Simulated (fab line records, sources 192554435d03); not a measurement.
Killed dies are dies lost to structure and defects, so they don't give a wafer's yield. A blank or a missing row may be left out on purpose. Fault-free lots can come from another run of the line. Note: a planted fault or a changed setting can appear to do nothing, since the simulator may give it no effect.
fab line records ; flow n5-finfet
[record] lots = 6; wafers = 18; last-day = 17
route steps=1938 shown PASS1_DEP@1831 MIM_BOT@1832 MIM_TOP@1834 MIM_TOP_LITHO@1839
lots that met no fault: from a run of the same line without faults
start-h: hours from the record's opening day to when the first of the lot's shown wafers began ; wait-h: hours elapsed since this lot's preceding step ; " unchanged from the row above ; L1.1+2: a single row standing in for several wafers ; - no value, or no start was given ; * or withheld: withheld ; < > ~ a bound
route shown NAME@n: NAME is a module with steps in the file, n the number in the route of the first one ; usual: the fault-free wafers' mean and standard deviation ; same: alike in all rows ; chamber/n: place in a boat ; sites: each site's reading ; _std_site: the values' standard deviation ; _edge_site: outer sites' mean less inner sites' ; radius-mm: for every site, how far away it sits from the centre of the wafer ; mask NAME#n: copy n ; behind: the most recent tool/chamber to have shaped the wafer ; hold: what put the lot on hold/how long, in hours/how the hold closed ; device: whichever transistor did not switch (one of n, p or np) ; end of line: the tests these same wafers got at the end of their route ; step lacking rows: just its recipe ; killed: dies that structure and defects cost at the first sort, which is not the same as the wafer's yield ; map: per-die view of a wafer (x killed, . not killed, _ where there is no die)
set.NAME: the setting as run; set.NAME@STEP: as run at that earlier step ; model.NAME: the simulator's own value behind a step, which no gauge read
certain route steps with their lots: each step a table, each wafer a row
services: from which hour (start-h, from the record's first day; less than 0 if before it) a tool's chamber was out of use, for how many hours, and why
[[steps]]
[step N5_PASSIVATION_PECVD_00]
[recipe] material = SiO2; target-thk-a = 2000; temp-c = 400; precursor = SiH4/N2O; pressure-torr = 2.7; rf-w = 608; time-s = 11.2
[usual] chamber-pressure-Torr = 2.701/0.0062; heater-power-w = 660/110; showerhead-plenum-p-Torr = 8.23/0.097; throttle-valve-pct = 51.3/2
lot.wafer;tool;chamber;start-h;wait-h;chamber-pressure-Torr;heater-power-w;showerhead-plenum-p-Torr;since-wet-clean-h;throttle-valve-pct
L552.4;pecvd-01;2;301.22;0.4;2.696;820;8.31;-;47.9
L552.5;pecvd-01;1;301.22;0.4;2.701;687;8.21;-;53.3
L552.6;pecvd-01;0;301.22;0.4;2.692;634;8.14;-;52.5
L553.3;pecvd-02;0;308.31;0.5;2.704;726;8.40;1375;50.2
L553.4;pecvd-02;2;308.31;0.5;2.700;508;8.19;-;50.1
L553.5;pecvd-02;0;308.31;0.5;2.703;750;8.37;-;50.4
L565.1;pecvd-02;1;372.97;0.8;2.698;613;8.21;2164;52.4
L565.3;pecvd-02;2;372.97;0.8;2.701;533;8.18;685;50.5
L565.4;pecvd-02;1;372.97;0.8;2.716;585;8.21;-;52.2
L564.1;pecvd-02;2;375.56;0.8;2.704;490;8.20;688;50.5
L564.3;pecvd-02;0;375.56;0.8;2.705;768;8.39;1442;50.2
L564.5;pecvd-02;1;375.56;0.8;2.712;581;8.21;-;52.7
L566.2;pecvd-02;0;391.16;0.7;2.699;776;8.41;1458;50.5
L566.5;pecvd-02;0;391.16;0.7;2.704;778;8.38;-;50.4
L566.6;pecvd-02;2;391.16;0.7;2.696;540;8.19;-;50.3
L567.4;pecvd-03;2;398.66;0.4;2.693;540;8.10;-;55.0
L567.5;pecvd-03;0;398.66;0.4;2.700;426;7.96;-;53.8
L567.6;pecvd-03;1;398.66;0.4;2.709;811;8.26;-;53.5
[step N5_MIM_BOT_DEGAS_01]
[recipe] ambient = vacuum; temp-c = 300; time-s = 60
[usual] heater-power-w = 468/51
lot.wafer;tool;chamber;start-h;wait-h;heater-power-w
L552.4;pvd-sputter-01;-;301.71;0.5;396
L552.5;pvd-sputter-01;-;301.71;0.5;465
L552.6;pvd-sputter-01;-;301.71;0.5;418
L553.3;pvd-sputter-03;-;308.66;0.3;550
L553.4;pvd-sputter-03;-;308.66;0.3;577
L553.5;pvd-sputter-03;-;308.66;0.3;454
L565.1;pvd-sputter-03;-;373.52;0.5;570
L565.3;pvd-sputter-03;-;373.52;0.5;547
L565.4;pvd-sputter-03;-;373.52;0.5;444
L564.1;pvd-sputter-01;-;376.88;1.3;410
L564.3;pvd-sputter-01;-;376.88;1.3;511
L564.5;pvd-sputter-01;-;376.88;1.3;398
L566.2;pvd-sputter-03;-;393.11;1.9;449
L566.5;pvd-sputter-03;-;393.11;1.9;540
L566.6;pvd-sputter-03;-;393.11;1.9;491
L567.4;pvd-sputter-01;-;399.04;0.4;463
L567.5;pvd-sputter-01;-;399.04;0.4;469
L567.6;pvd-sputter-01;-;399.04;0.4;418
[step N5_MIM_BOT_SPUTTER_00]
[recipe] material = TiN; target-thk-a = 350; temp-c = 200; power-w = 3000; chamber-pressure-pa = 0.49996; gas = Ar; reactive-partial-pa = 0.37997; time-s = 89.7
[step N5_MIM_TOP_ALD_00]
[recipe] material = Al2O3; target-thk-a = *; temp-c = withheld; ald-precursor-family = TMA; ald-co-reactant = O3; pulse-time-s = withheld; purge-time-s = 3; co-reactant-purge-time-s = withheld; co-reactant-pulse-time-s = 3; ald-cycles = withheld
[usual] precursor-pulse-height-rel = 0.999/0.022
lot.wafer;tool;chamber;start-h;wait-h;precursor-pulse-height-rel
L552.4;ald-hk-02;3;301.85;0.1;1.010
L552.5;ald-hk-02;1;301.85;0.1;0.986
L552.6;ald-hk-02;0;301.85;0.1;0.970
L553.3;ald-hk-02;2;308.80;0.1;1.000
L553.4;ald-hk-02;3;308.80;0.1;0.987
L553.5;ald-hk-02;0;308.80;0.1;0.995
L565.1;ald-hk-01;2;373.67;0.1;1.028
L565.3;ald-hk-01;3;373.67;0.1;1.009
L565.4;ald-hk-01;1;373.67;0.1;0.996
L564.1;ald-hk-03;0;377.02;0.1;0.980
L564.3;ald-hk-03;2;377.02;0.1;1.015
L564.5;ald-hk-03;0;377.02;0.1;1.053
L566.2;ald-hk-01;2;393.25;0.1;0.980
L566.5;ald-hk-01;2;393.25;0.1;0.989
L566.6;ald-hk-01;3;393.25;0.1;1.033
L567.4;ald-hk-03;3;399.18;0.1;1.003
L567.5;ald-hk-03;0;399.18;0.1;0.985
L567.6;ald-hk-03;3;399.18;0.1;0.993
[step N5_MIM_TOP_ALD_01]
[recipe] material = HfO2; target-thk-a = 56; temp-c = withheld; ald-precursor-family = Hf-amide; ald-co-reactant = O3; pulse-time-s = 1; purge-time-s = 3; co-reactant-purge-time-s = 2; co-reactant-pulse-time-s = 3; ald-cycles = 62
[usual] precursor-pulse-height-rel = 0.998/0.019
[same] pulse-time-s = 1
lot.wafer;tool;chamber;start-h;wait-h;precursor-pulse-height-rel;since-wet-clean-h
L552.4;ald-hk-02;3;-;-;0.982;2078
L552.5;ald-hk-02;1;-;-;1.043;-
L552.6;ald-hk-02;0;-;-;1.021;-
L553.3;ald-hk-02;2;-;-;0.989;2085
L553.4;ald-hk-02;3;-;-;0.999;2085
L553.5;ald-hk-02;0;-;-;0.992;-
L565.1;ald-hk-01;2;-;-;0.986;1254
L565.3;ald-hk-01;3;-;-;1.019;1254
L565.4;ald-hk-01;1;-;-;1.021;1254
L564.1;ald-hk-03;0;-;-;1.006;347
L564.3;ald-hk-03;2;-;-;1.009;347
L564.5;ald-hk-03;0;-;-;0.968;-
L566.2;ald-hk-01;2;-;-;1.011;1273
L566.5;ald-hk-01;2;-;-;1.013;-
L566.6;ald-hk-01;3;-;-;0.974;-
L567.4;ald-hk-03;3;-;-;1.004;369
L567.5;ald-hk-03;0;-;-;1.006;-
L567.6;ald-hk-03;3;-;-;0.979;-
[step N5_MIM_TOP_ALD_02]
[recipe] material = Al2O3; target-thk-a = *; temp-c = withheld; ald-precursor-family = TMA; ald-co-reactant = O3; pulse-time-s = withheld; purge-time-s = 3; co-reactant-purge-time-s = withheld; co-reactant-pulse-time-s = 3; ald-cycles = withheld
[step N5_MIM_TOP_DEGAS_04]
[recipe] ambient = vacuum; temp-c = 300; time-s = 60
[usual] heater-power-w = 473/51
lot.wafer;tool;chamber;start-h;wait-h;heater-power-w
L552.4;pvd-sputter-03;-;302.99;-;582
L552.5;pvd-sputter-03;-;302.99;-;563
L552.6;pvd-sputter-03;-;302.99;-;456
L553.3;pvd-sputter-01;-;311.09;-;510
L553.4;pvd-sputter-01;-;311.09;-;427
L553.5;pvd-sputter-01;-;311.09;-;410
L565.1;pvd-sputter-03;-;374.14;-;561
L565.3;pvd-sputter-03;-;374.14;-;450
L565.4;pvd-sputter-03;-;374.14;-;484
L564.1;pvd-sputter-01;-;377.56;-;400
L564.3;pvd-sputter-01;-;377.56;-;505
L564.5;pvd-sputter-01;-;377.56;-;509
L566.2;pvd-sputter-03;-;395.87;-;491
L566.5;pvd-sputter-03;-;395.87;-;494
L566.6;pvd-sputter-03;-;395.87;-;536
L567.4;pvd-sputter-01;-;399.96;-;473
L567.5;pvd-sputter-01;-;399.96;-;408
L567.6;pvd-sputter-01;-;399.96;-;520
[step N5_MIM_TOP_SPUTTER_03]
[recipe] material = TiN; target-thk-a = 350; temp-c = 200; power-w = 3000; chamber-pressure-pa = 0.49996; gas = Ar; reactive-partial-pa = 0.37997; time-s = 89.7
[step N5_MIM_TOP_LITHO_HMDS_01]
[recipe] time-s = 60; temp-c = 120
[step N5_MIM_TOP_LITHO_COAT_02]
[recipe] spin-rpm = *; resist-thk-nm = *
[step N5_MIM_TOP_LITHO_EBR_04]
[recipe] solvent = PGMEA; ebr-width-mm = 1.5
[step N5_MIM_TOP_LITHO_SOFTBAKE_03]
[recipe] temp-c = 100; time-s = 90
[step N5_MIM_TOP_LITHO_EXPOSE_05]
[recipe] mask-id = MIM_TOP; na = 0.55; source-shape = conventional; sigma-outer = 0.8; polarization = unpolarized; target-cd-nm = 2000; dose-mj = 20.5
[usual] exposure-dose-mJ-cm2 = 20.54/0.051; focus-offset-nm = -0.1/0.53; stage-vel-mm-s = 500.10/0.27
lot.wafer;tool;chamber;start-h;wait-h;mask;exposure-dose-mJ-cm2;focus-offset-nm;stage-vel-mm-s
L552.4;krf-scanner-01;-;303.40;-;MIM_TOP#0;-;-;-
L552.5;krf-scanner-01;-;303.40;-;MIM_TOP#0;-;-;-
L552.6;krf-scanner-01;-;303.40;-;MIM_TOP#0;-;-;-
L553.3;krf-scanner-02;-;311.48;-;MIM_TOP#0;-;-;-
L553.4;krf-scanner-02;-;311.48;-;MIM_TOP#0;-;-;-
L553.5;krf-scanner-02;-;311.48;-;MIM_TOP#0;-;-;-
L565.1;krf-scanner-01;0;374.39;-;MIM_TOP#0;20.58;0.3;499.58
L565.3;krf-scanner-01;0;374.39;-;MIM_TOP#0;20.57;-0.1;500.24
L565.4;krf-scanner-01;0;374.39;-;MIM_TOP#0;20.58;0.8;500.26
L564.1;krf-scanner-01;0;377.94;-;MIM_TOP#0;20.56;-0.9;499.87
L564.3;krf-scanner-01;0;377.94;-;MIM_TOP#0;20.58;0.0;500.14
L564.5;krf-scanner-01;0;377.94;-;MIM_TOP#0;20.55;-0.4;499.93
L566.2;krf-scanner-01;0;396.13;-;MIM_TOP#0;20.61;-0.7;500.25
L566.5;krf-scanner-01;0;396.13;-;MIM_TOP#0;20.60;0.2;500.26
L566.6;krf-scanner-01;0;396.13;-;MIM_TOP#0;20.60;-0.4;500.14
L567.4;krf-scanner-01;0;400.23;-;MIM_TOP#0;20.59;-0.4;500.05
L567.5;krf-scanner-01;0;400.23;-;MIM_TOP#0;20.58;-0.8;499.74
L567.6;krf-scanner-01;0;400.23;-;MIM_TOP#0;20.59;-0.4;499.65
[step N5_MIM_TOP_LITHO_PEB_06]
[recipe] peb-temp-c = withheld; peb-time-s = *
[[services]]
tool;chamber;start-h;hours;kind
pecvd-02;1;281.52;5.5;scheduled-down
pecvd-02;-;297.64;0.7;repair
krf-scanner-01;-;302.35;0.7;repair
ald-hk-03;-;306.19;0.7;repair
pecvd-01;-;329.36;1.0;repair
krf-scanner-02;-;336.33;0.8;pm
krf-scanner-01;-;339.85;0.8;pm
ald-hk-02;-;340.49;2.8;pm
pecvd-03;-;344.05;0.4;repair
pvd-sputter-03;-;355.26;3.1;repair
krf-scanner-01;-;368.11;1.0;pm
krf-scanner-02;0;377.83;-;calibration
pecvd-02;1;383.62;-;clean
pecvd-02;1;383.62;-;consumable-replace:showerhead
pecvd-02;1;383.62;29.0;scheduled-down
pecvd-02;1;383.62;29.0;vent-cycle
pecvd-03;-;399.27;6.0;pm
[[key]]
[first-sign] step = N5_MIM_TOP_LITHO_EXPOSE_05; reading = tool-record; direction = missing
effect none on later readings
met-at N5_MIM_TOP_LITHO_EXPOSE_05
struck-wafers L552.4,L552.5,L552.6,L553.3,L553.4,L553.5
later-rows-left-out L552.4,L552.5,L552.6,L553.3,L553.4,L553.5
sort-left-out L552.4,L552.5,L552.6,L553.3,L553.4,L553.5
[fault] kind = skipped-step-whole; tool = krf-scanner-01,krf-scanner-02; chamber = -; onset-h = 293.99; steps = N5_MIM_TOP_LITHO_EXPOSE_05; scope = struck-lots-only
// sort-left-out: the simulated sort isn't trusted on such a fault, so these wafers' sort isn't shown, and their yield isn't known
// later-rows-left-out: the simulator's readings of these wafers behind a module that went badly wrong aren't trusted and aren't shown, but for the sort
